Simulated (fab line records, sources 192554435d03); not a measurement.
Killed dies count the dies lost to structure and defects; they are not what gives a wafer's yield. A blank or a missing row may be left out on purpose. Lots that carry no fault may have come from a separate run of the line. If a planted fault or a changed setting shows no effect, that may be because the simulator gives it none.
fab line records	flow n5_finfet	part 2 of 2: steps 5 to 6 of 6
record: lots: 22	wafers: 66	last_day: 18
route steps=1938 shown DUMMY_GATE@243 SD_EPI_N@270 SD_EPI_P@306
lots that met no fault: taken from a fault-free run of the same line
start_h: start of the lot's first displayed wafer, in hours after the record's first day	wait_h: hours from the lot's prior step to this one	" identical to the entry in the row above	L1.1+2: one row covering several wafers at once	- no value, or no start given	* or withheld: withheld	< > ~ a bound
route shown NAME@n: NAME is a module with steps in the file, n the number in the route of the first one	usual: mean and standard deviation over wafers with no fault	same: alike in all rows	chamber/n: place in a boat	sites: each site's reading	_std_site: how widely they spread, as a standard deviation	_edge_site: inner sites' mean taken away from outer sites' mean	radius_mm: how far each site lies from the wafer's centre	mask NAME#n: copy n	behind: tool/chamber where the wafer was last shaped	hold: reason for holding the lot/hours on hold/outcome of the hold	device: the n, p or np transistor that did not switch	end of line: tests of these same wafers at the route's end	where a step has no rows: the recipe by itself	killed: the dies lost at the first sort to structure and to defects; this is not the yield of the wafer	map: shows each die of a wafer: x if killed, . if not, _ if none is there
set.NAME: setting as actually run; set.NAME@STEP: the setting as run at that earlier step	model.NAME: the simulator's own value behind a step, which no gauge read
route steps across a sampled set of lots; one table per step, one row per wafer
services: a tool's chamber out of use, with start hour (start_h, from the record's first day; less than 0 if before it), hours out, and reason
== steps ==
step: N5_SD_EPI_N_ETCH_34
recipe: chemistry: CF4	target: SiARC	target_depth_a: 455	mask_material: CAR-ArF-block	time_s: 75.8	ion_energy_ev: 80	pressure_mtorr: 40	source_w: 545	bias_w: 36	Ar_flow_sccm: 100	cf4_flow_sccm: 100	ends: cleared
usual: drypump_motor_current_A: 5.9/0.59	etch_rf_on_time_s: 76.0/2.2	oes_product_au: 0.65/0.064	rf_vpp_V: 183.7/1	showerhead_plenum_p_Torr: 2.12/0.058	throttle_valve_pct: 15.60/0.17
lot.wafer	tool	chamber	start_h	wait_h	drypump_motor_current_A	etch_rf_on_time_s	oes_product_au	rf_hours_counter_h	rf_vpp_V	showerhead_plenum_p_Torr	throttle_valve_pct
L074.2	rie_diel-05	1	50.30	0.0	6.0	72.2	0.81	14	182.6	2.10	15.50
L074.5	"	2	"	"	5.6	75.5	0.70	-	183.1	2.17	15.52
L074.6	"	3	"	"	6.7	76.3	0.64	-	182.5	2.05	15.72
L075.1	rie_diel-01	0	56.65	0.0	6.2	76.0	0.61	214	181.8	2.03	15.47
L075.2	"	1	"	"	5.3	75.6	0.66	129	183.3	2.14	15.74
L075.6	"	2	"	"	6.7	76.4	0.68	-	183.1	2.16	15.49
L076.3	rie_diel-05	1	60.68	0.0	6.0	72.4	0.80	19	183.9	2.10	15.47
L076.5	"	1	"	"	6.0	73.5	0.79	-	182.9	2.10	15.50
L076.6	"	2	"	"	5.6	76.2	0.69	-	183.9	2.17	15.54
L077.1	rie_diel-01	3	65.87	0.0	5.9	74.2	0.61	216	185.5	2.20	15.63
L077.3	"	2	"	"	6.7	75.8	0.68	127	184.0	2.15	15.50
L077.6	"	1	"	"	5.2	75.7	0.66	-	183.9	2.14	15.75
L078.1	rie_diel-06	3	72.74	0.0	4.8	74.4	0.69	96	182.6	2.07	15.39
L078.2	"	2	"	"	5.3	76.3	0.76	26	181.6	2.09	15.19
L078.6	"	1	"	"	5.8	83.2	0.56	-	185.1	2.19	15.61
L079.1	rie_diel-06	0	80.13	0.0	6.3	76.4	0.65	127	182.2	2.07	15.74
L079.4	"	0	"	"	6.4	75.4	0.65	-	183.3	2.07	15.76
L079.5	"	2	"	"	5.3	75.4	0.77	-	183.4	2.09	15.19
L080.3	rie_diel-05	0	86.51	0.0	5.2	78.1	0.59	192	185.0	2.21	15.67
L080.4	"	2	"	"	5.6	75.6	0.69	109	183.8	2.16	15.56
L080.5	"	2	"	"	5.6	74.6	0.70	-	184.4	2.16	15.56
L082.2	rie_diel-06	0	100.55	0.0	6.4	77.2	0.65	135	182.7	2.07	15.75
L082.5	"	3	"	"	4.8	74.9	0.69	-	183.8	2.06	15.42
L082.6	"	0	"	"	6.4	77.0	0.64	-	184.1	2.07	15.75
L083.2	rie_diel-01	1	105.40	0.0	5.3	75.7	0.65	148	183.5	2.13	15.78
L083.4	"	3	"	"	5.9	72.8	0.61	229	184.6	2.19	15.65
L083.6	"	0	"	"	6.2	74.4	0.60	-	182.6	2.03	15.51
L084.1	rie_diel-05	1	110.09	0.0	6.0	73.6	0.76	39	184.0	2.09	15.54
L084.3	"	3	"	"	6.7	76.9	0.63	179	182.7	2.05	15.76
L084.5	"	3	"	"	6.7	76.6	0.63	-	183.2	2.05	15.74
L085.3	rie_diel-06	0	119.25	0.0	6.4	77.1	0.64	140	183.0	2.06	15.77
L085.4	"	3	"	"	4.8	74.2	0.68	111	183.9	2.06	15.43
L085.5	"	1	"	"	5.8	82.5	0.56	-	184.2	2.19	15.65
L086.3	rie_diel-06	1	122.02	0.0	5.8	81.2	0.56	232	185.5	2.19	15.67
L086.5	"	2	"	"	5.3	75.6	0.74	-	183.4	2.08	15.20
L086.6	"	1	"	"	5.8	81.4	0.57	-	183.3	2.19	15.64
L087.2	rie_diel-06	1	128.96	0.0	5.8	81.4	0.57	235	185.7	2.19	15.66
L087.4	"	0	"	"	6.4	75.9	0.64	-	181.3	2.06	15.78
L087.5	"	1	"	"	5.8	81.3	0.56	-	184.5	2.18	15.66
L088.2	rie_diel-05	2	133.45	0.0	5.6	75.9	0.68	121	184.7	2.16	15.58
L088.3	"	0	"	"	5.2	78.8	0.58	209	184.3	2.20	15.68
L088.6	"	0	"	"	5.2	78.3	0.58	-	183.8	2.20	15.68
L089.1	rie_diel-01	0	139.76	0.0	6.2	75.4	0.59	245	182.8	2.02	15.53
L089.3	"	2	"	"	6.7	75.4	0.67	152	183.5	2.15	15.54
L089.4	"	3	"	"	5.9	73.1	0.60	242	183.4	2.19	15.68
L090.1	rie_diel-05	2	144.71	0.0	5.6	76.4	0.68	125	184.6	2.16	15.56
L090.2	"	3	"	"	6.7	76.9	0.62	192	183.8	2.04	15.79
L090.3	"	1	"	"	5.9	73.3	0.74	52	184.1	2.09	15.57
L092.2	rie_diel-01	2	157.39	0.0	6.7	78.0	0.65	159	184.1	2.14	15.58
L092.4	"	2	"	"	6.7	77.0	0.65	-	183.4	2.14	15.57
L092.5	"	3	"	"	5.9	74.8	0.59	-	184.3	2.19	15.71
L093.2	rie_diel-01	2	163.75	0.0	6.7	76.6	0.65	161	183.1	2.14	15.58
L093.3	"	1	"	"	5.2	76.8	0.63	168	183.9	2.12	15.83
L093.4	"	3	"	"	5.9	75.8	0.59	-	185.2	2.19	15.69
L094.3	rie_diel-01	1	170.04	0.0	5.3	76.1	0.63	171	185.2	2.12	15.84
L094.4	"	1	"	"	5.3	75.4	0.63	-	184.3	2.12	15.83
L094.6	"	3	"	"	5.9	74.4	0.59	-	185.6	2.18	15.70
L095.4	rie_diel-01	2	175.09	0.0	6.7	76.9	0.64	165	184.2	2.14	15.58
L095.5	"	2	"	"	6.7	76.6	0.65	-	183.5	2.14	15.59
L095.6	"	1	"	"	5.3	76.3	0.63	-	184.1	2.12	15.85
L096.2	rie_diel-01	3	179.91	0.0	5.9	74.3	0.59	258	184.1	2.18	15.73
L096.3	"	1	"	"	5.2	75.2	0.63	174	183.4	2.12	15.85
L096.5	"	3	"	"	5.9	73.8	0.58	-	184.4	2.18	15.71
L097.1	rie_diel-06	0	187.92	0.0	6.4	76.2	0.63	165	182.7	2.06	15.81
L097.4	"	0	"	"	6.4	75.8	0.63	-	182.5	2.06	15.81
L097.5	"	3	"	"	4.8	74.5	0.66	-	181.7	2.05	15.49
step: N5_SD_EPI_P_DESCUM_14
recipe: chemistry: O2	time_s: 7.9	source_power_w: 50	bias_power_w: 20	pressure_mtorr: 20	rf_frequency_hz: 2.712e+07	temp_c: 40	resist: CAR-ArF-block	o2_flow_sccm: 225
usual: drypump_motor_current_A: 5.9/0.64	oes_product_au: 0.76/0.075	rf_vpp_V: 243.5/1.2	showerhead_plenum_p_Torr: 2.11/0.062	temp_c: 40.00/0.11	throttle_valve_pct: 20.5/0.4
lot.wafer	tool	chamber	start_h	wait_h	drypump_motor_current_A	oes_product_au	rf_hours_counter_h	rf_vpp_V	showerhead_plenum_p_Torr	temp_c	throttle_valve_pct
L074.2	rie_diel-04	2	55.47	0.0	5.2	0.77	117	243.5	2.12	40.16	20.1
L074.5	"	1	"	"	5.3	0.87	-	242.2	2.04	40.08	20.0
L074.6	"	2	"	"	5.2	0.78	-	243.8	2.12	40.24	20.1
L075.1	rie_diel-03	1	62.20	0.1	6.3	0.71	184	243.3	2.16	40.11	20.1
L075.2	"	2	"	"	5.6	0.76	165	243.4	2.11	40.05	20.8
L075.6	"	0	"	"	5.1	0.72	-	244.2	2.08	39.95	20.7
L076.3	rie_diel-04	3	66.69	0.0	6.2	0.76	177	242.2	2.06	40.05	20.2
L076.5	"	2	"	"	5.1	0.77	-	243.5	2.12	39.95	20.1
L076.6	"	3	"	"	6.2	0.75	-	243.2	2.06	40.00	20.2
L077.1	rie_diel-03	0	70.36	0.1	5.1	0.72	194	243.4	2.08	40.09	20.7
L077.3	"	2	"	"	5.6	0.76	-	243.1	2.11	40.05	20.8
L077.6	"	2	"	"	5.6	0.76	-	244.2	2.11	40.00	20.8
L078.1	rie_diel-03	2	77.17	0.0	5.6	0.75	172	243.6	2.11	40.01	20.8
L078.2	"	1	"	"	6.3	0.71	186	245.1	2.16	39.81	20.1
L078.6	"	1	"	"	6.3	0.72	-	244.8	2.16	39.98	20.1
L079.1	rie_diel-02	3	84.76	0.3	6.6	0.94	14	241.1	2.05	39.95	19.9
L079.4	"	1	"	"	6.6	0.72	167	244.6	2.18	39.94	20.6
L079.5	"	2	"	"	4.7	0.69	-	243.7	2.16	40.08	20.7
L080.3	rie_diel-02	2	91.50	0.5	4.6	0.69	233	244.6	2.15	40.15	20.7
L080.4	"	3	"	"	6.6	0.93	16	242.4	2.04	40.05	19.9
L080.5	"	0	"	"	5.7	0.72	-	245.7	2.18	40.06	21.0
L082.2	rie_diel-02	2	106.30	1.2	4.7	0.69	239	244.1	2.15	39.96	20.7
L082.5	"	3	"	"	6.6	0.92	-	241.6	2.04	39.82	19.9
L082.6	"	0	"	"	5.8	0.71	-	243.6	2.18	40.07	21.1
L083.2	rie_diel-02	1	109.97	0.0	6.6	0.71	178	245.2	2.17	39.86	20.6
L083.4	"	2	"	"	4.7	0.68	240	244.8	2.15	39.97	20.7
L083.6	"	0	"	"	5.8	0.71	-	244.4	2.18	39.96	21.1
L084.1	rie_diel-04	3	116.08	0.5	6.3	0.74	183	243.5	2.06	40.26	20.2
L084.3	"	0	"	"	5.9	0.76	110	241.3	1.93	39.91	20.3
L084.5	"	0	"	"	5.9	0.77	-	240.6	1.93	39.90	20.4
L085.3	rie_diel-02	3	125.10	0.0	6.6	0.90	30	241.7	2.04	40.05	19.9
L085.4	"	2	"	"	4.6	0.69	245	244.4	2.15	39.99	20.7
L085.5	"	1	"	"	6.6	0.72	-	245.3	2.17	39.97	20.6
L086.3	rie_diel-02	0	126.47	0.0	5.7	0.71	204	244.8	2.18	39.91	21.1
L086.5	"	0	"	"	5.7	0.71	-	244.5	2.18	40.07	21.0
L086.6	"	1	"	"	6.6	0.71	-	243.3	2.17	40.10	20.6
L087.2	rie_diel-02	2	134.41	1.1	4.6	0.68	247	243.6	2.15	39.97	20.7
L087.4	"	0	"	"	5.7	0.71	205	244.8	2.18	40.03	21.1
L087.5	"	0	"	"	5.8	0.71	-	243.4	2.18	40.04	21.1
L088.2	rie_diel-02	3	138.89	0.2	6.6	0.89	33	241.4	2.04	40.19	19.9
L088.3	"	2	"	"	4.6	0.68	250	243.7	2.15	40.06	20.7
L088.6	"	3	"	"	6.6	0.89	-	242.7	2.04	40.21	19.9
L089.1	rie_diel-02	0	144.71	0.0	5.7	0.69	210	244.5	2.17	40.15	21.1
L089.3	"	3	"	"	6.6	0.89	36	242.1	2.04	39.94	19.9
L089.4	"	1	"	"	6.6	0.70	-	244.2	2.17	40.08	20.6
L090.1	rie_diel-03	1	149.63	0.2	6.3	0.70	214	243.6	2.15	40.16	20.1
L090.2	"	3	"	"	5.8	0.79	86	242.3	2.11	39.80	20.2
L090.3	"	0	"	"	5.1	0.69	226	241.9	2.07	39.82	20.8
L092.2	rie_diel-02	1	161.74	0.1	6.6	0.70	195	244.3	2.17	39.99	20.7
L092.4	"	1	"	"	6.6	0.70	-	245.0	2.17	40.15	20.6
L092.5	"	0	"	"	5.7	0.70	-	244.5	2.17	39.81	21.1
L093.2	rie_diel-03	3	168.02	0.0	5.8	0.79	91	243.9	2.11	40.19	20.2
L093.3	"	0	"	"	5.1	0.70	232	242.6	2.07	40.06	20.8
L093.4	"	2	"	"	5.6	0.73	200	243.9	2.10	40.09	20.9
L094.3	rie_diel-02	0	174.55	0.0	5.7	0.70	220	244.4	2.17	39.91	21.1
L094.4	"	3	"	"	6.6	0.87	-	242.8	2.03	40.09	19.9
L094.6	"	0	"	"	5.8	0.70	-	243.9	2.17	39.92	21.1
L095.4	rie_diel-02	0	179.56	0.0	5.8	0.69	221	244.3	2.17	40.01	21.1
L095.5	"	1	"	"	6.6	0.69	-	245.0	2.17	39.94	20.6
L095.6	"	2	"	"	4.7	0.96	-	244.5	2.15	40.02	20.3
L096.2	rie_diel-04	0	185.11	0.0	5.9	0.74	131	240.7	1.93	39.90	20.4
L096.3	"	2	"	"	5.2	0.74	149	242.9	2.11	40.04	20.1
L096.5	"	2	"	"	5.2	0.74	-	244.1	2.11	40.17	20.1
L097.1	rie_diel-02	2	192.37	0.0	4.6	0.95	6	244.3	2.15	39.97	20.3
L097.4	"	0	"	"	5.8	0.69	225	242.4	2.17	39.95	21.1
L097.5	"	1	"	"	6.6	0.70	-	245.2	2.16	40.10	20.7
== services ==
tool	chamber	start_h	hours	kind
rie_si-04	-	30.41	0.9	repair
rie_diel-05	3	37.37	5.1	repair
rie_diel-04	0	37.92	4.8	repair
rie_diel-01	1	47.72	5.8	repair
rie_diel-06	3	48.71	11.7	repair
rie_diel-06	-	52.18	15.6	pm
rie_diel-02	1	53.32	16.7	repair
rie_si-06	0	54.56	4.0	repair
rie_diel-03	3	64.95	12.8	repair
rie_diel-03	1	65.00	11.8	repair
rie_diel-06	1	78.17	4.5	repair
rie_diel-04	-	79.77	28.1	pm
rie_si-04	3	80.55	14.1	repair
rie_diel-05	-	88.48	0.2	repair
rie_diel-05	2	106.14	16.1	repair
rie_diel-05	1	116.27	3.7	repair
rie_diel-06	2	128.59	2.3	repair
rie_diel-03	3	133.54	12.3	repair
rie_diel-03	2	143.43	10.1	repair
rie_diel-05	0	156.68	4.6	repair
rie_diel-06	0	176.57	2.9	repair
rie_si-01	0	179.24	4.7	repair
rie_diel-01	3	183.44	7.2	repair
rie_si-06	0	185.11	3.5	repair
